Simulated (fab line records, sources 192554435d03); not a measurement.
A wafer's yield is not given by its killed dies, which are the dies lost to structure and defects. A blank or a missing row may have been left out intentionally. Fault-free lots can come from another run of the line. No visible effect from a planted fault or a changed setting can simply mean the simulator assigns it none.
Which tool did it? ; flow n5Finfet ; 24 lots, 72 wafers sampled, at 3 steps of a route of 1938

## WHAT EACH GAUGE READ, for each wafer
N5_FIN_SAQP_CD_MEAS_31 targets a cd of 8 nm. Usual: cdNm 8.09 nm, standard deviation 0.22.
lot;measured;on;cdNm (nm);flag
L074;day 2 02:07;cdSem-01;8.25 8.23 7.81;
L075;day 2 07:40;cdSem-02;7.34 8.67 7.90;
L076;day 2 13:49;cdSem-01;8.32 8.44 8.08;
L077;day 2 19:10;cdSem-03;7.99 8.10 8.53;
L078;day 3 01:28;cdSem-02;7.96 8.14 8.14;
L079;day 3 07:38;cdSem-02;8.10 8.15 8.00;
L080;day 3 14:28;cdSem-02;8.15 8.16 8.05;
L081;day 3 20:01;cdSem-02;8.04 8.29 7.91;
L082;day 4 02:11;cdSem-01;8.07 8.22 8.07;
L083;day 4 08:11;cdSem-03;8.12 8.26 8.27;
L084;day 4 15:02;cdSem-01;7.74 8.33 7.77;
L085;day 4 20:41;cdSem-02;7.98 8.04 7.57;
L086;day 5 04:04;cdSem-03;8.28 8.10 8.17;
L087;day 5 09:03;cdSem-01;8.40 7.96 8.07;
L088;day 5 15:17;cdSem-01;8.17 8.16 7.90;
L089;day 5 20:30;cdSem-03;8.04 7.64 8.53;
L090;day 6 02:20;cdSem-03;7.79 8.29 8.45;
L091;day 6 07:23;cdSem-03;7.87 8.23 8.07;
L092;day 6 13:45;cdSem-02;8.46 8.09 8.37;
L093;day 6 21:26;cdSem-02;8.14 8.05 8.26;
L094;day 7 02:25;cdSem-01;8.27 8.34 8.19;
L095;day 7 08:02;cdSem-02;7.95 7.96 7.99;
L096;day 7 16:34;cdSem-03;7.94 8.01 8.07;
L097;day 7 23:14;cdSem-02;7.92 8.49 8.28;

N5_FIN_CUT_OVL_MEAS_09. Usual: FIN_CUT_OVL typically reads -0.3 nm, with standard deviation 0.73.
lot;measured;on;FIN_CUT_OVL (nm);flag
L074;day 2 03:16;overlay-01;0.4 0.4 0.8;
L075;day 2 08:48;overlay-02;-1.3 -0.2 -1.0;
L076;day 2 14:52;overlay-01;-1.7 -1.4 -1.2;
L077;day 2 20:05;overlay-02;-0.4 -0.7 0.0;
L078;day 3 02:35;overlay-02;0.0 0.4 1.2;
L079;day 3 08:41;overlay-02;-0.4 -0.3 -0.6;
L080;day 3 15:23;overlay-01;-1.0 -0.2 -0.7;
L081;day 3 21:04;overlay-02;-1.2 -0.9 -1.6;
L082;day 4 03:14;overlay-02;-0.1 -0.6 -0.1;
L083;day 4 09:06;overlay-02;0.1 0.8 0.9;
L084;day 4 15:58;overlay-02;0.1 0.2 -0.7;
L085;day 4 21:37;overlay-02;1.0 -0.5 0.1;
L086;day 5 04:58;overlay-01;-1.2 -0.9 -0.2;
L087;day 5 10:11;overlay-01;-0.3 -1.4 -0.5;
L088;day 5 16:16;overlay-02;-1.7 -0.8 -1.0;
L089;day 5 21:25;overlay-01;0.4 -0.8 -0.2;
L090;day 6 03:16;overlay-01;0.7 1.1 0.5;
L091;day 6 08:18;overlay-02;-0.1 -0.2 0.3;
L092;day 6 14:40;overlay-01;0.2 -0.7 0.0;
L093;day 6 22:22;overlay-02;-0.7 0.0 -0.7;
L094;day 7 03:32;overlay-02;-0.4 -1.5 -1.2;
L095;day 7 09:05;overlay-01;-0.4 -0.8 0.3;
L096;day 7 17:32;overlay-02;0.8 1.3 1.2;
L097;day 8 00:17;overlay-01;-0.3 -0.2 -1.5;

## WHICH TOOL RAN EACH LOT (tool, then ch and the chambers of the sampled wafers, then the start)
lot;N5_FIN_SAQP_FIN_ETCH_36
L074;rieSi-05 ch 0,1, day 2 02:28
L075;rieSi-05 ch 0,2, day 2 08:05
L076;rieSi-03 ch 1,2,3, day 2 14:09
L077;rieSi-03 ch 1,3, day 2 19:31
L078;rieSi-05 ch 1,2, day 3 02:01
L079;rieSi-04 ch 0,1, day 3 07:57
L080;rieSi-03 ch 0,1, day 3 14:47
L081;rieSi-04 ch 0,1, day 3 20:21
L082;rieSi-03 ch 1,2, day 4 02:31
L083;rieSi-05 ch 0,2,3, day 4 08:31
L084;rieSi-04 ch 2,3, day 4 15:22
L085;rieSi-03 ch 0,3, day 4 21:01
L086;rieSi-03 ch 1,3, day 5 04:23
L087;rieSi-05 ch 0,1,3, day 5 09:28
L088;rieSi-03 ch 0,2,3, day 5 15:41
L089;rieSi-04 ch 1,2,3, day 5 20:49
L090;rieSi-04 ch 0,1, day 6 02:41
L091;rieSi-05 ch 1,2, day 6 07:43
L092;rieSi-05 ch 0,2, day 6 14:05
L093;rieSi-05 ch 1,2, day 6 21:46
L094;rieSi-04 ch 0,1,3, day 7 02:50
L095;rieSi-03 ch 0,2,3, day 7 08:23
L096;rieSi-03 ch 0,2,3, day 7 16:57
L097;rieSi-04 ch 0,1,3, day 7 23:34
- N5_FIN_SAQP_FIN_ETCH_36: etches the open film in HBr/Cl2/O2, target depth 120 nm, time 50.4 s.

## AS READ BY THE TOOLS THEMSELVES (means over the sampled wafers that have a number; for cases with no such wafer, the mark the record gives instead)
N5_FIN_SAQP_FIN_ETCH_36. Usual: biasW 102.0 W, standard deviation 0.31; drypumpMotorCurrentA 5.5 A, standard deviation 0.35; oesProductAu 1.000 a.u., standard deviation 0.021; throttleValvePct 36.00 %, standard deviation 0.21.
lot;tool;biasW (W);drypumpMotorCurrentA (A);oesProductAu (a.u.);throttleValvePct (%);flag
L074;rieSi-05;101.9;5.4;0.995;36.23;
L075;rieSi-05;101.9;5.5;0.990;36.17;
L076;rieSi-03;101.4;5.5;0.997;35.91;
L077;rieSi-03;101.9;5.0;0.992;35.94;
L078;rieSi-05;102.3;5.5;0.998;36.16;
L079;rieSi-04;102.2;5.9;1.028;35.86;
L080;rieSi-03;101.8;5.3;1.001;35.94;
L081;rieSi-04;101.7;5.9;1.023;35.92;
L082;rieSi-03;102.3;5.9;0.990;35.89;
L083;rieSi-05;102.0;5.4;1.004;36.24;
L084;rieSi-04;102.2;5.3;0.996;35.89;
L085;rieSi-03;101.9;4.9;0.977;35.62;
L086;rieSi-03;102.1;5.3;0.984;35.91;
L087;rieSi-05;102.1;5.4;1.002;36.26;
L088;rieSi-03;102.3;5.3;0.987;35.72;
L089;rieSi-04;102.0;5.6;1.007;35.88;
L090;rieSi-04;102.1;5.9;1.038;35.87;
L091;rieSi-05;102.0;5.5;1.003;36.19;
L092;rieSi-05;102.1;5.5;1.003;36.19;
L093;rieSi-05;101.9;5.5;0.995;36.21;
L094;rieSi-04;101.8;5.8;1.007;35.94;
L095;rieSi-03;102.2;5.3;0.986;35.71;
L096;rieSi-03;102.0;5.3;0.988;35.71;
L097;rieSi-04;101.7;5.8;1.002;35.94;

## THE ANSWER, worked out from the rows above alone
Rule: a lot counts as off when the mean over its wafers that have a number is more than 3 standard deviations away from the usual mean. A lot without any number at a reading at which 4 lots or more have one is off too. Where the step has rows for the other lots, those lots are counted as sound. First the gauges in route order, then the tools' own readings, where a lot's mean is used as printed above. The first step at which some lot is off is used, and at that step the reading that is off furthest; a lot without a number counts as furthest.
No lot is off at any reading shown: from this, nothing can be told.

## WHAT WAS PUT IN BY THE SIMULATOR
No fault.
